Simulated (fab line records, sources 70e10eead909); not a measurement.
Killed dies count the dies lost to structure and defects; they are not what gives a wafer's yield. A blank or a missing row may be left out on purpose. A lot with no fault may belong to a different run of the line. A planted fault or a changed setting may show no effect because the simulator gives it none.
Chamber matching    flow nand_harc    NHARC_P_M0_ETCH_34 on rie_diel-08: 4 sister chambers
The step etches the open film in N2/H2, target depth 40 nm, overetch 12 nm, time 43.94 s. 8 wafers are shown with their chamber, then 12 later ones without.

WAFERS WITH THEIR CHAMBER
wafer   chamber  drypump_motor_current_A (A)  rf_vpp_V (V)
L081.5  3        5.4                          427.6
L080.5  3        5.4                          428.1
L083.2  2        5.9                          427.7
L085.1  0        6.3                          428.9
L085.5  1        5.6                          434.7
L086.1  1        5.6                          433.8
L086.3  0        6.3                          429.8
L086.5  2        6.0                          427.0

WAFERS WITHOUT THEIR CHAMBER
wafer   drypump_motor_current_A (A)  rf_vpp_V (V)
L089.3  5.9                          428.0
L089.4  6.3                          431.7
L089.5  5.6                          435.4
L090.1  5.9                          426.9
L090.2  5.7                          433.2
L090.3  5.4                          428.6
L095.2  5.9                          428.8
L095.3  6.3                          429.2
L095.4  5.4                          426.5
L097.2  5.4                          428.4
L097.3  5.9                          427.9
L097.6  5.6                          434.2

WHICH CHAMBER EACH WENT THROUGH
wafer   from the rows above  in truth
L089.3  2                    2
L089.4  0                    0
L089.5  1                    1
L090.1  2                    2
L090.2  1                    1
L090.3  3                    3
L095.2  2                    2
L095.3  0                    0
L095.4  3                    3
L097.2  3                    3
L097.3  2                    2
L097.6  1                    1
Placed correctly: 12 of 12. Left unplaced by these rows: 0. Wrongly placed: 0.
How it was worked out, from the rows above alone: a wafer's distance from a chamber is the root of the sum, over the readings, of the square of ((its reading less the chamber's mean) divided by the reading's scatter). The wafer belongs to the nearest chamber; if the next one is less than 2 further off, it can't be placed. A chamber's mean is the mean of its shown wafers. How the scatter is found: for the shown wafers, subtract from each reading the mean of its chamber, square and add these, divide the total by (wafers less chambers), then take the root.
